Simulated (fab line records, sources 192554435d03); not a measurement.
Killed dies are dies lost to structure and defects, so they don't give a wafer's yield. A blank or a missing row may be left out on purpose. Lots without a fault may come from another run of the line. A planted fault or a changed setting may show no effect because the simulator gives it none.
fab line records | flow n5_finfet
record lots=3 wafers=9 last_day=14
route steps=1938 shown FIN_CUT@157 STI_FIN_REVEAL@183 BEOL_M4@1111 PASSIVATION@1936
lots that met no fault: from a run of the same line without faults
start_h: hours from the record's first day to the start of the lot's first wafer shown | wait_h: hours since the lot's step before | " the same as in the row above | L1.1+2: a row that stands for several wafers | - no value, or no start given | * or withheld: withheld | < > ~ a bound
route shown NAME@n: a module of which the file shows steps, and the number in the route of the first | usual: mean/standard deviation of fault-free wafers | same: alike in all rows | chamber/n: place in a boat | sites: the reading at each site | _std_site: their standard deviation | _edge_site: outer sites' mean less inner sites' | radius_mm: how far each site lies from the wafer's centre | mask NAME#n: copy n | behind: the tool/chamber that last shaped the wafer | hold: why the lot was held/for how many hours/how that ended | device: the transistor (n, p or np) that didn't switch | end of line: the same wafers' tests at the end of the route | a step without rows: its recipe alone | killed: dies lost to structure and defects at the first sort, not the wafer's yield | map: a wafer's dies, x killed, . not, _ none there
set.NAME: the setting as run; set.NAME@STEP: as run at that earlier step | model.NAME: the simulator's own value behind a step, which no gauge read
lots at some steps of the route; a table a step, a row a wafer
services: from which hour (start_h, from the record's first day; less than 0 if before it) a tool's chamber was out of use, for how many hours, and why
## steps
# step N5_FIN_CUT_COAT_02
# recipe resist=CAR-EUV spin_rpm=1500 resist_thk_nm=30
# step N5_FIN_CUT_EBR_04
# recipe solvent=PGMEA ebr_width_mm=1.5
# step N5_FIN_CUT_SOFTBAKE_03
# recipe temp_c=110 time_s=60 resist=CAR-EUV
# step N5_FIN_CUT_EXPOSE_05
# recipe mask_id=FIN_CUT na=0.33 source_shape=annular sigma_inner=0.35 sigma_outer=0.8 polarization=unpolarized dose_mj=45.75
# step N5_FIN_CUT_PEB_06
# recipe peb_temp_c=100 peb_time_s=60 resist=CAR-EUV
# step N5_FIN_CUT_DEVELOP_07
# recipe develop_time_s=30 developer=TMAH resist=CAR-EUV rinse_liquid=surfactant_rinse dry=air_spin dev_temp_c=23
# step N5_FIN_CUT_DESCUM_13
# recipe chemistry=O2 time_s=7 source_power_w=50 bias_power_w=20 pressure_mtorr=20 rf_frequency_hz=2.712e+07 temp_c=40 resist=CAR-EUV o2_flow_sccm=225
# step N5_FIN_CUT_ETCH_30
# recipe chemistry=N2/H2 target=underlayer target_depth_a=130 mask_material=CAR-EUV time_s=10.4 ion_energy_ev=200 pressure_mtorr=30 source_w=840 bias_w=150 n2_flow_sccm=200 h2_flow_sccm=200 ends=cleared
# step N5_FIN_CUT_ETCH_20
# recipe chemistry=CF4 target=SiARC target_depth_a=260 mask_material=CAR-EUV time_s=43.3 ion_energy_ev=80 pressure_mtorr=40 source_w=545 bias_w=36 Ar_flow_sccm=100 cf4_flow_sccm=100 ends=cleared
# step N5_FIN_CUT_ETCH_21
# recipe chemistry=N2/H2 target=SOC target_depth_a=2190 overetch_a=438 mask_material=SiARC temp_c=40 ion_energy_ev=100 bias_w=61 time_s=523.5 pressure_mtorr=30 source_w=850 n2_flow_sccm=200 h2_flow_sccm=200
# usual bias_w=61.03/0.17 drypump_motor_current_A=5.6/0.38 oes_product_au=0.72/0.069 rf_vpp_V=241.1/1.3 showerhead_plenum_p_Torr=2.57/0.086 throttle_valve_pct=17.99/0.27
# columns lot.wafer tool chamber start_h wait_h bias_w drypump_motor_current_A oes_product_au rf_hours_counter_h rf_vpp_V showerhead_plenum_p_Torr throttle_valve_pct model.etch.depth_nm model.SiARC_of_FIN_CUT_COAT_19.thk_nm model.FIN_CUT.cd_offset_nm
L491.3 rie_diel-02 0 45.17 0.0 60.84 5.6 0.76 62 241.2 2.60 17.92 229.1 12 -0.6
L491.5 " 3 " " 61.12 5.8 0.64 - 239.1 2.41 18.01 229.2 12 0.4
L491.6 " 0 " " 61.09 5.5 0.77 - 242.1 2.60 17.93 230.1 12 -0.4
L493.2 rie_diel-02 2 56.94 0.0 60.98 5.7 0.72 116 241.9 2.67 17.79 230.1 11.6 0
L493.3 " 0 " " 60.75 5.6 0.75 66 241.4 2.59 17.92 220.7 13.2 -1.2
L493.5 " 0 " " 60.73 5.6 0.75 - 240.7 2.59 17.93 222.5 13.2 -0.8
L500.4 rie_diel-05 3 99.55 0.0 60.98 5.4 0.71 149 239.4 2.43 17.66 229.9 11.8 0.8
L500.5 " 0 " " 60.91 5.0 0.63 - 241.1 2.64 18.59 229.9 12 -0.8
L500.6 " 1 " " 60.65 6.2 0.77 - 242.2 2.60 18.10 230 11.8 -0.2
# step N5_FIN_CUT_STRIP_23
# recipe chemistry=N2/H2 temp_c=40 n2_flow_sccm=200 h2_flow_sccm=200 rf_frequency_hz=6e+07
# step N5_FIN_CUT_STRIP_31
# recipe chemistry=N2/H2 temp_c=40 n2_flow_sccm=200 h2_flow_sccm=200 rf_frequency_hz=6e+07
# step N5_FIN_CUT_STRIP_24
# recipe chemistry=CF4 resist=SiARC power_w=300 bias_power_w=75 pressure_mtorr=50 cf4_flow_sccm=150 rf_frequency_hz=6e+07
# step N5_FIN_CUT_CUT_ETCH_26
# recipe chemistry=CH3F/O2 target=SiNx target_depth_a=390 mask_material=SOC time_s=55.7 pressure_mtorr=30 source_w=395 bias_w=73 Ar_flow_sccm=150 CH3F_flow_sccm=30 O2_flow_sccm=20 ion_energy_ev=120
# step N5_FIN_CUT_CUT_ETCH_27
# recipe chemistry=CHF3/O2 target=SiO2 target_depth_a=40 mask_material=SOC overetch_a=20 time_s=4.9 pressure_mtorr=30 source_w=650 bias_w=170 Ar_flow_sccm=200 CHF3_flow_sccm=50 O2_flow_sccm=5 ion_energy_ev=200
# usual bias_w=170.1/0.54 drypump_motor_current_A=5.5/0.38 oes_ar_750_au=0.78/0.077 oes_product_au=0.62/0.06 rf_vpp_V=528/13 showerhead_plenum_p_Torr=2.44/0.076 throttle_valve_pct=19.00/0.2
# columns lot.wafer tool chamber start_h wait_h bias_w drypump_motor_current_A oes_ar_750_au oes_product_au rf_hours_counter_h rf_vpp_V showerhead_plenum_p_Torr throttle_valve_pct model.FIN_CUT.cd_offset_nm
L491.3 rie_diel-02 0 45.56 0.0 170.9 5.6 0.83 0.66 62 519 2.46 18.94 -0.6
L491.5 " 3 " " 170.8 5.7 0.71 0.56 - 510 2.30 19.16 0.6
L491.6 " 0 " " 170.6 5.6 0.82 0.65 - 521 2.46 18.96 -0.2
L493.2 rie_diel-02 2 57.33 0.0 169.6 5.7 0.78 0.62 116 548 2.52 18.80 0.2
L493.3 " 0 " " 170.4 5.5 0.82 0.65 66 519 2.46 18.94 -0.8
L493.5 " 0 " " 170.6 5.6 0.81 0.64 - 519 2.46 18.94 -0.8
L500.4 rie_diel-05 3 99.94 0.0 170.0 5.3 0.76 0.61 149 526 2.34 18.88 0.8
L500.5 " 0 " " 170.4 5.0 0.68 0.54 - 537 2.49 19.38 -0.8
L500.6 " 1 " " 169.6 6.2 0.85 0.67 - 529 2.44 18.84 -0.2
# step N5_FIN_CUT_PRECLEAN_35
# recipe time_s=13.3 temp_c=45 pressure_torr=125 p_hf_torr=3 p_coreactant_torr=25 chemistry=vHF
# step N5_FIN_CUT_CUT_ETCH_15
# recipe chemistry=HBr/Cl2/O2 target=Si target_depth_a=1000 bt_time_s=10 mask_material=SOC time_s=42.4 ion_energy_ev=* bias_w=* pressure_mtorr=10 icp_w=800 HBr_flow_sccm=150 Cl2_flow_sccm=80 O2_flow_sccm=12
# step N5_FIN_CUT_CUT_ETCH_28
# recipe chemistry=HBr/Cl2/O2 target=Si target_depth_a=60 mask_material=SOC time_s=2.4 ion_energy_ev=* bias_w=* pressure_mtorr=10 icp_w=800 HBr_flow_sccm=150 Cl2_flow_sccm=80 O2_flow_sccm=12
# step N5_FIN_CUT_STRIP_22
# recipe chemistry=N2/H2 power_w=500 temp_c=40 pressure_mtorr=50 rf_frequency_hz=6e+07 overash_fraction=0.3 bias_power_w=8 h2_frac=0.5 n2_flow_sccm=300 h2_flow_sccm=300
# step N5_FIN_CUT_PRECLEAN_36
# recipe chemistry=O3/DIW time_s=60 temp_c=22 o3_ppm=10
# step N5_FIN_CUT_SRD_32
# recipe dry=ipa_marangoni time_s=30 temp_c=23 rinse_liquid=diw
# step N5_FIN_CUT_UV_OZONE_34
# recipe time_s=120 pressure_torr=760 temp_c=25
# step N5_STI_FIN_REVEAL_ALD_00
# recipe material=SiO2 target_thk_a=10 temp_c=300 ald_precursor_family=BDEAS ald_co_reactant=O2-plasma pulse_time_s=1 pressure_torr=2
# step N5_STI_FIN_REVEAL_ALD_14
# recipe material=Si3N4 target_thk_a=30 temp_c=400 ald_precursor_family=SiH2I2 ald_co_reactant=N2/H2-plasma pressure_torr=2
# step N5_STI_FIN_REVEAL_FCVD_FILL_01
# recipe material=SiO2_flowable target_thk_a=3120 temp_c=100 pressure_torr=0.8 rf_w=2000 time_s=512.2
# step N5_STI_FIN_REVEAL_DENSIFY_02
# recipe temp_c=650 ambient=steam time_s=1800 idle_temp_c=400 densification_p_h2o_torr=640
# step N5_STI_FIN_REVEAL_CMP_04
# recipe stop_on=Si3N4 t_overpolish_s=4 down_force_psi=2 platen_rpm=54.18 post_cmp_clean=alkaline_brush pad_velocity_m_s=1.078 target_thk_nm=131.83
# step N5_STI_FIN_REVEAL_DENSIFY_30
# recipe temp_c=* time_s=* ambient=N2 idle_temp_c=600 ramp_up_c_per_s=150 ramp_down_c_per_s=60 cool_to_c=600
# step N5_STI_FIN_REVEAL_ETCHBACK_08
# recipe chemistry=C4F6/O2 target=SiO2 target_depth_a=305 time_s=10.167 ion_energy_ev=250 pressure_mtorr=30 source_w=345 bias_w=185 Ar_flow_sccm=300 C4F6_flow_sccm=10 O2_flow_sccm=10
# step N5_STI_FIN_REVEAL_STRIP_24
# recipe chemistry=N2/H2 time_s=90 power_w=100 temp_c=40 pressure_mtorr=100 rf_frequency_hz=6e+07 bias_power_w=3 n2_flow_sccm=300 h2_flow_sccm=300
# step N5_STI_FIN_REVEAL_PRECLEAN_25
# recipe chemistry=SPM time_s=90 temp_c=120 mix=4:1
# step N5_STI_FIN_REVEAL_PRECLEAN_26
# recipe chemistry=SC1 time_s=45 temp_c=46 mix=1:2:100
# step N5_STI_FIN_REVEAL_PRECLEAN_29
# recipe chemistry=DHF time_s=30 temp_c=25 dilution=300:1
# step N5_STI_FIN_REVEAL_SRD_12
# recipe time_s=30 temp_c=23 rinse_liquid=diw dry=ipa_marangoni
# step N5_STI_FIN_REVEAL_RECESS_09
# recipe chemistry=HF/NH3 target=SiO2 afs_cycles=11 target_depth_a=425 temp_c=30 sublimation_temp_c=180 sublimation_time_s=60
# step N5_STI_FIN_REVEAL_STRIP_16
# recipe chemistry=H3PO4 material=SiNx temp_c=165 target_depth_a=238 overetch_fraction=0.4964 dry=ipa_marangoni
# step N5_STI_FIN_REVEAL_PRECLEAN_17
# recipe chemistry=NF3:NH3 afs_cycles=1 temp_c=30 time_s=20 sublimation_temp_c=180 sublimation_time_s=60 pressure_torr=3 rf_power_w=30
# step N5_BEOL_M4_RC_MEAS_101
# usual DIBL_N=36.1/1.6 DIBL_P=35.7/1.8 IOFF_N=0.159/0.027 IOFF_P=0.21/0.03 ION_N=673/10 ION_P=462/7.4 SS_N=71.4/0.56 SS_P=73.2/0.61 VT_N=249.7/3 VT_P=-250/3.1
# columns lot.wafer tool chamber start_h wait_h DIBL_N[mV/V] DIBL_P[mV/V] IOFF_N[nA/um] IOFF_P[nA/um] ION_N[uA/um] ION_P[uA/um] SS_N[mV/dec] SS_P[mV/dec] VT_N[mV] VT_P[mV]
L491.3 prober-02 0 183.41 0.3 34.8 31.8 0.148 0.21 670 467 71.1 73.0 248.4 -247
L491.5 " 0 " " 35.4 33.2 0.164 0.24 679 471 71.2 72.8 247.5 -244
L491.6 " 0 " " 36.4 34.3 0.176 0.26 679 466 71.6 73.2 246.5 -245
L493.2 prober-02 0 192.03 0.2 35.6 33.5 0.143 0.19 659 454 71.5 73.1 253.8 -250
L500.4 prober-01 0 237.87 0.5 37.7 37.7 0.182 0.25 672 459 71.7 74.1 249.3 -246
L500.5 " 0 " " 34.0 31.8 0.114 0.16 661 456 71.4 72.5 254.6 -254
L500.6 " 0 " " 39.2 39.0 0.219 0.27 674 466 71.7 74.4 243.8 -246
# step N5_PASSIVATION_PROBE_49
# usual defect_limited_yield=91.0/1.3 killed_at_M0_to_M3=33/10 killed_at_M4_up=14/5.6 killed_at_contacts=12/5.8 killed_at_front_end=43/11 killed_at_other=4.1/2.8 killed_dies=106/15 killed_on_rim=14/3.9 killed_open=70/12 killed_short=34/7.5 sort_bin_5_function=5.3/0.88 sort_bin_6_memory=3.3/0.64 sort_n_pass=1074/15 sort_yield_pct=91.0/1.3
# same gross_dies=1180 killed_at_back_side=0 sort_bin_4_leakage[%]=0 sort_bin_8_speed[%]=0
# columns lot.wafer tool chamber start_h wait_h defect_limited_yield[%] killed_at_M0_to_M3 killed_at_M4_up killed_at_contacts killed_at_front_end killed_at_other killed_dies killed_on_rim killed_open killed_short sort_bin_5_function[%] sort_bin_6_memory[%] sort_n_pass sort_yield_pct[%]
L491.3 prober-01 - 292.30 0.1 91.8 38 10 9 39 1 97 19 66 29 4.6 3.0 1083 91.8
L491.5 prober-01 - 292.40 0.2 91.4 23 12 8 55 4 102 18 69 31 5.5 3.0 1078 91.4
L491.6 prober-01 - 292.45 0.3 91.8 26 16 17 33 5 97 10 59 35 4.9 3.1 1083 91.8
L493.3 prober-01 - 299.05 0.1 24.8 34 14 10 824 5 887 134 66 34 71.2 3.7 293 24.8
L493.5 prober-01 - 299.15 0.2 30.5 34 22 5 758 1 820 125 62 32 66.4 3.0 360 30.5
# killed by level:class
L491.3 STI_FIN_REVEAL:geometric_particle:open=10 BEOL_M3:geometric_particle:open=10 BEOL_M2:geometric_particle:open=9 GATE_CUT:geometric_particle:short=6 MOL_CONTACT_COAG:geometric_particle:open=6 BEOL_M0_SAQP:geometric_particle:open=6 DUMMY_GATE:geometric_particle:open=5 FIN_SAQP:geometric_particle:open=4
L491.5 FIN_SAQP:geometric_particle:open=19 STI_FIN_REVEAL:geometric_particle:open=10 FIN_SAQP:geometric_particle:short=8 MOL_CONTACT_COAG:geometric_particle:open=7 BEOL_M2:geometric_particle:open=5 BEOL_M4:geometric_particle:open=5 BEOL_M3:geometric_particle:open=4 STARTING-WAFER:geometric_particle:open=3
L491.6 MOL_CONTACT_COAG:geometric_particle:open=14 FIN_SAQP:geometric_particle:short=11 DUMMY_GATE:geometric_particle:open=10 BEOL_M4:geometric_particle:open=7 BEOL_M0_SAQP:geometric_particle:short=5 BEOL_M2:geometric_particle:open=5 BEOL_M8:geometric_particle:open=4 BEOL_M0_SAQP:geometric_particle:open=4
L493.3 FIN_CUT:area_etch=786 MOL_CONTACT_COAG:geometric_particle:open=8 STI_FIN_REVEAL:geometric_particle:open=7 BEOL_M1:geometric_particle:open=7 BEOL_M0_SAQP:geometric_particle:short=6 STARTING-WAFER:geometric_particle:open=6 GATE_CUT:geometric_particle:short=5 BEOL_M3:geometric_particle:open=5
L493.5 FIN_CUT:area_etch=722 STI_FIN_REVEAL:geometric_particle:open=9 BEOL_M4:geometric_particle:open=7 FIN_SAQP:geometric_particle:short=6 BEOL_M0_SAQP:geometric_particle:short=6 BEOL_M0_SAQP:geometric_particle:open=6 MOL_CONTACT_COAG:geometric_particle:open=5 BEOL_M3:geometric_particle:open=5
# map L493.3 (x killed, . not)
_________________xxxxxxx.xxxx________________
______________xxxxxxxxxxxxxx..x._____________
___________xxxxxxxxxxxxxxxxxxxxxxxx__________
__________xxxxxxxxxxxxxxxx.xxxxxxxxx_________
________xxxxxxxxxxxxxxx.xx.xxxxxxxx.xx_______
_______xxxxxxxxxxxxxx....xxxxxxxxx.x..x______
______xxxxxxxxxxx.x.xx.xxxxxxxxx.xxxxxxx_____
_____xxxxx.xxxx.xxx.xx..x.x.xxx....xxxxxx____
____xxxxxxxxx.xxxxx.x..xxx.xxxxxx...xx..x.___
___xxxxxxx.xx.xx.xx.xxx.xxxxx.x.xxx.x...x.x__
___xxxxx...x..........xxxxxxxx.xx..x..x..xx__
__xxxxxxx.x.x..x.........xxxxxxx..x.x....xxx_
__xxxxxxxx...........xxxxxxxxxxxx.xxxxxxxxxx_
_xxxxx.xx.xx...x..x.xx..xxxxxxxx...xxx.xxxx.x
_xxxxxxx......xxx...x.x...xxx.xxxxxxxxxxxxxxx
_xxxxx.......x.x.x..x..xxxxx.xxxxxxxxxxxxx..x
_xxx.x...x.....xx.x.xx.xxxx...xxxxxxxxxxxx..x
_xxx.......x..xxx.xxxxx.xxxxxxxxxxxxxx.x.xx.x
_xx.x..x......xxxxxxxxxxx.xxx..xxx.xxxxxxxxxx
_xxx...xx..xxxx..x.x.xxx..xx.xxxxx.xxx....xxx
_x....x.x.xxxxxxx.xxxx.xx.xxxx..x.xx.x...xxxx
__xxxxx.xxxxxxxxxxxxxx.xxxxxx.x..xxx.xxxxxxx_
__xx.x..xx.xxxxxxxxxx....xx.xxxx.xxxxxxxxx.x_
___xxx..xxxxxxxxxxx......xxxxxxxxxxxxxxxxxx__
___xx..x.xxxxxxxxxxx.xxx.xxxxxxxxx.xx.xxxxx__
____.....x.x.xxxxxxxxxxx..xxxxxxxx.xxxxxxx___
_____xxxxxx.xxxxxxxxx.x...xxxx.xxxxxxxxxx____
______xxxxxxxxxxxxxxxxxx.xxx..xxxxxxxxxx_____
_______x.xxxxxxxxxxxxxxx...x.xxxxxxxxxx______
________xx.xxxxxxxxxxxx..xx.xx.xxxxxxx_______
__________xxxxxxxxxxxxxxxxxxxxxxxxxx_________
___________xxxxxxxxxxxxxxxx.xxxxxxx__________
______________xxxxxxxxxxxxx.xxxx_____________
_________________x.xxxxxxx.x.________________
# map L491.5 (x killed, . not)
_________________.x.......x.x________________
______________.................x_____________
___________...x.....x......x.....x.__________
__________....x....................._________
________....x......................x.._______
_______.....................x.....x....______
______.................................._____
_____x............x...............x......____
____...........x..x...x.........x.........___
___....x.............x............x........__
___...................................x....__
__.x....................x.x................._
__....................x....x................_
_.x....x...................x......x..........
_.......x.................x..................
_...xxx..........x.....x......x......x.......
_....x...........x.........x.....x..x...x....
_x....x.............................x........
_x....x..x..................x................
_.x..x..........x....x.x.........x.x........x
_......x.x......................x......x.x...
__x.............x......................xx..._
__............x......................x......_
___....x...x.......x...x.......x.xx.....x..__
___.......................................x__
____..x.....x..............x.............x___
_____...x......................x.........____
______....x.............x.....x........._____
_______..........................x.....______
________..........................x..._______
__________...................x.....x_________
___________......x.......x.x.......__________
______________......x.x........._____________
_________________........x...________________
## services
# columns tool chamber start_h hours kind
rie_diel-02 1 24.86 - clean
rie_diel-02 1 24.86 - consumable_replace:focus_ring
rie_diel-02 1 24.86 16.6 scheduled_down
rie_diel-02 1 24.86 16.6 vent_cycle
rie_diel-02 0 28.01 4.1 repair
rie_diel-02 3 50.39 12.1 repair
rie_diel-02 3 66.11 4.3 repair
rie_diel-05 0 66.63 1.9 repair
## key
first_sign step=N5_PASSIVATION_PROBE_49 reading=sort_bin_5_function direction=up sigmas=72 usual=5.3 struck=68.8
effect step=N5_PASSIVATION_PROBE_49 reading=killed_at_front_end direction=up sigmas=69 usual=43 struck=791
model_effect step=N5_FIN_CUT_ETCH_21 value=etch.depth_nm without=230.4 struck=221.6
model_effect step=N5_FIN_CUT_CUT_ETCH_27 value=FIN_CUT.cd_offset_nm without=0 struck=-0.8
more_kills_born_at N5_FIN_CUT_ETCH_21@rie_diel-02=1508
met_at N5_FIN_CUT_ETCH_21
struck_wafers L493.3,L493.5
later_rows_left_out L493.3,L493.5
onset_between 45.17 56.94
fault kind=process_parameter_drift tool=rie_diel-02 chamber=0 onset_h=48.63 steps=N5_FIN_CUT_ETCH_21 channel=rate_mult offset=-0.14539 shape=step end_h=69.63
# later_rows_left_out: the simulator's readings of these wafers behind a module that went badly wrong aren't trusted and aren't shown, but for the sort
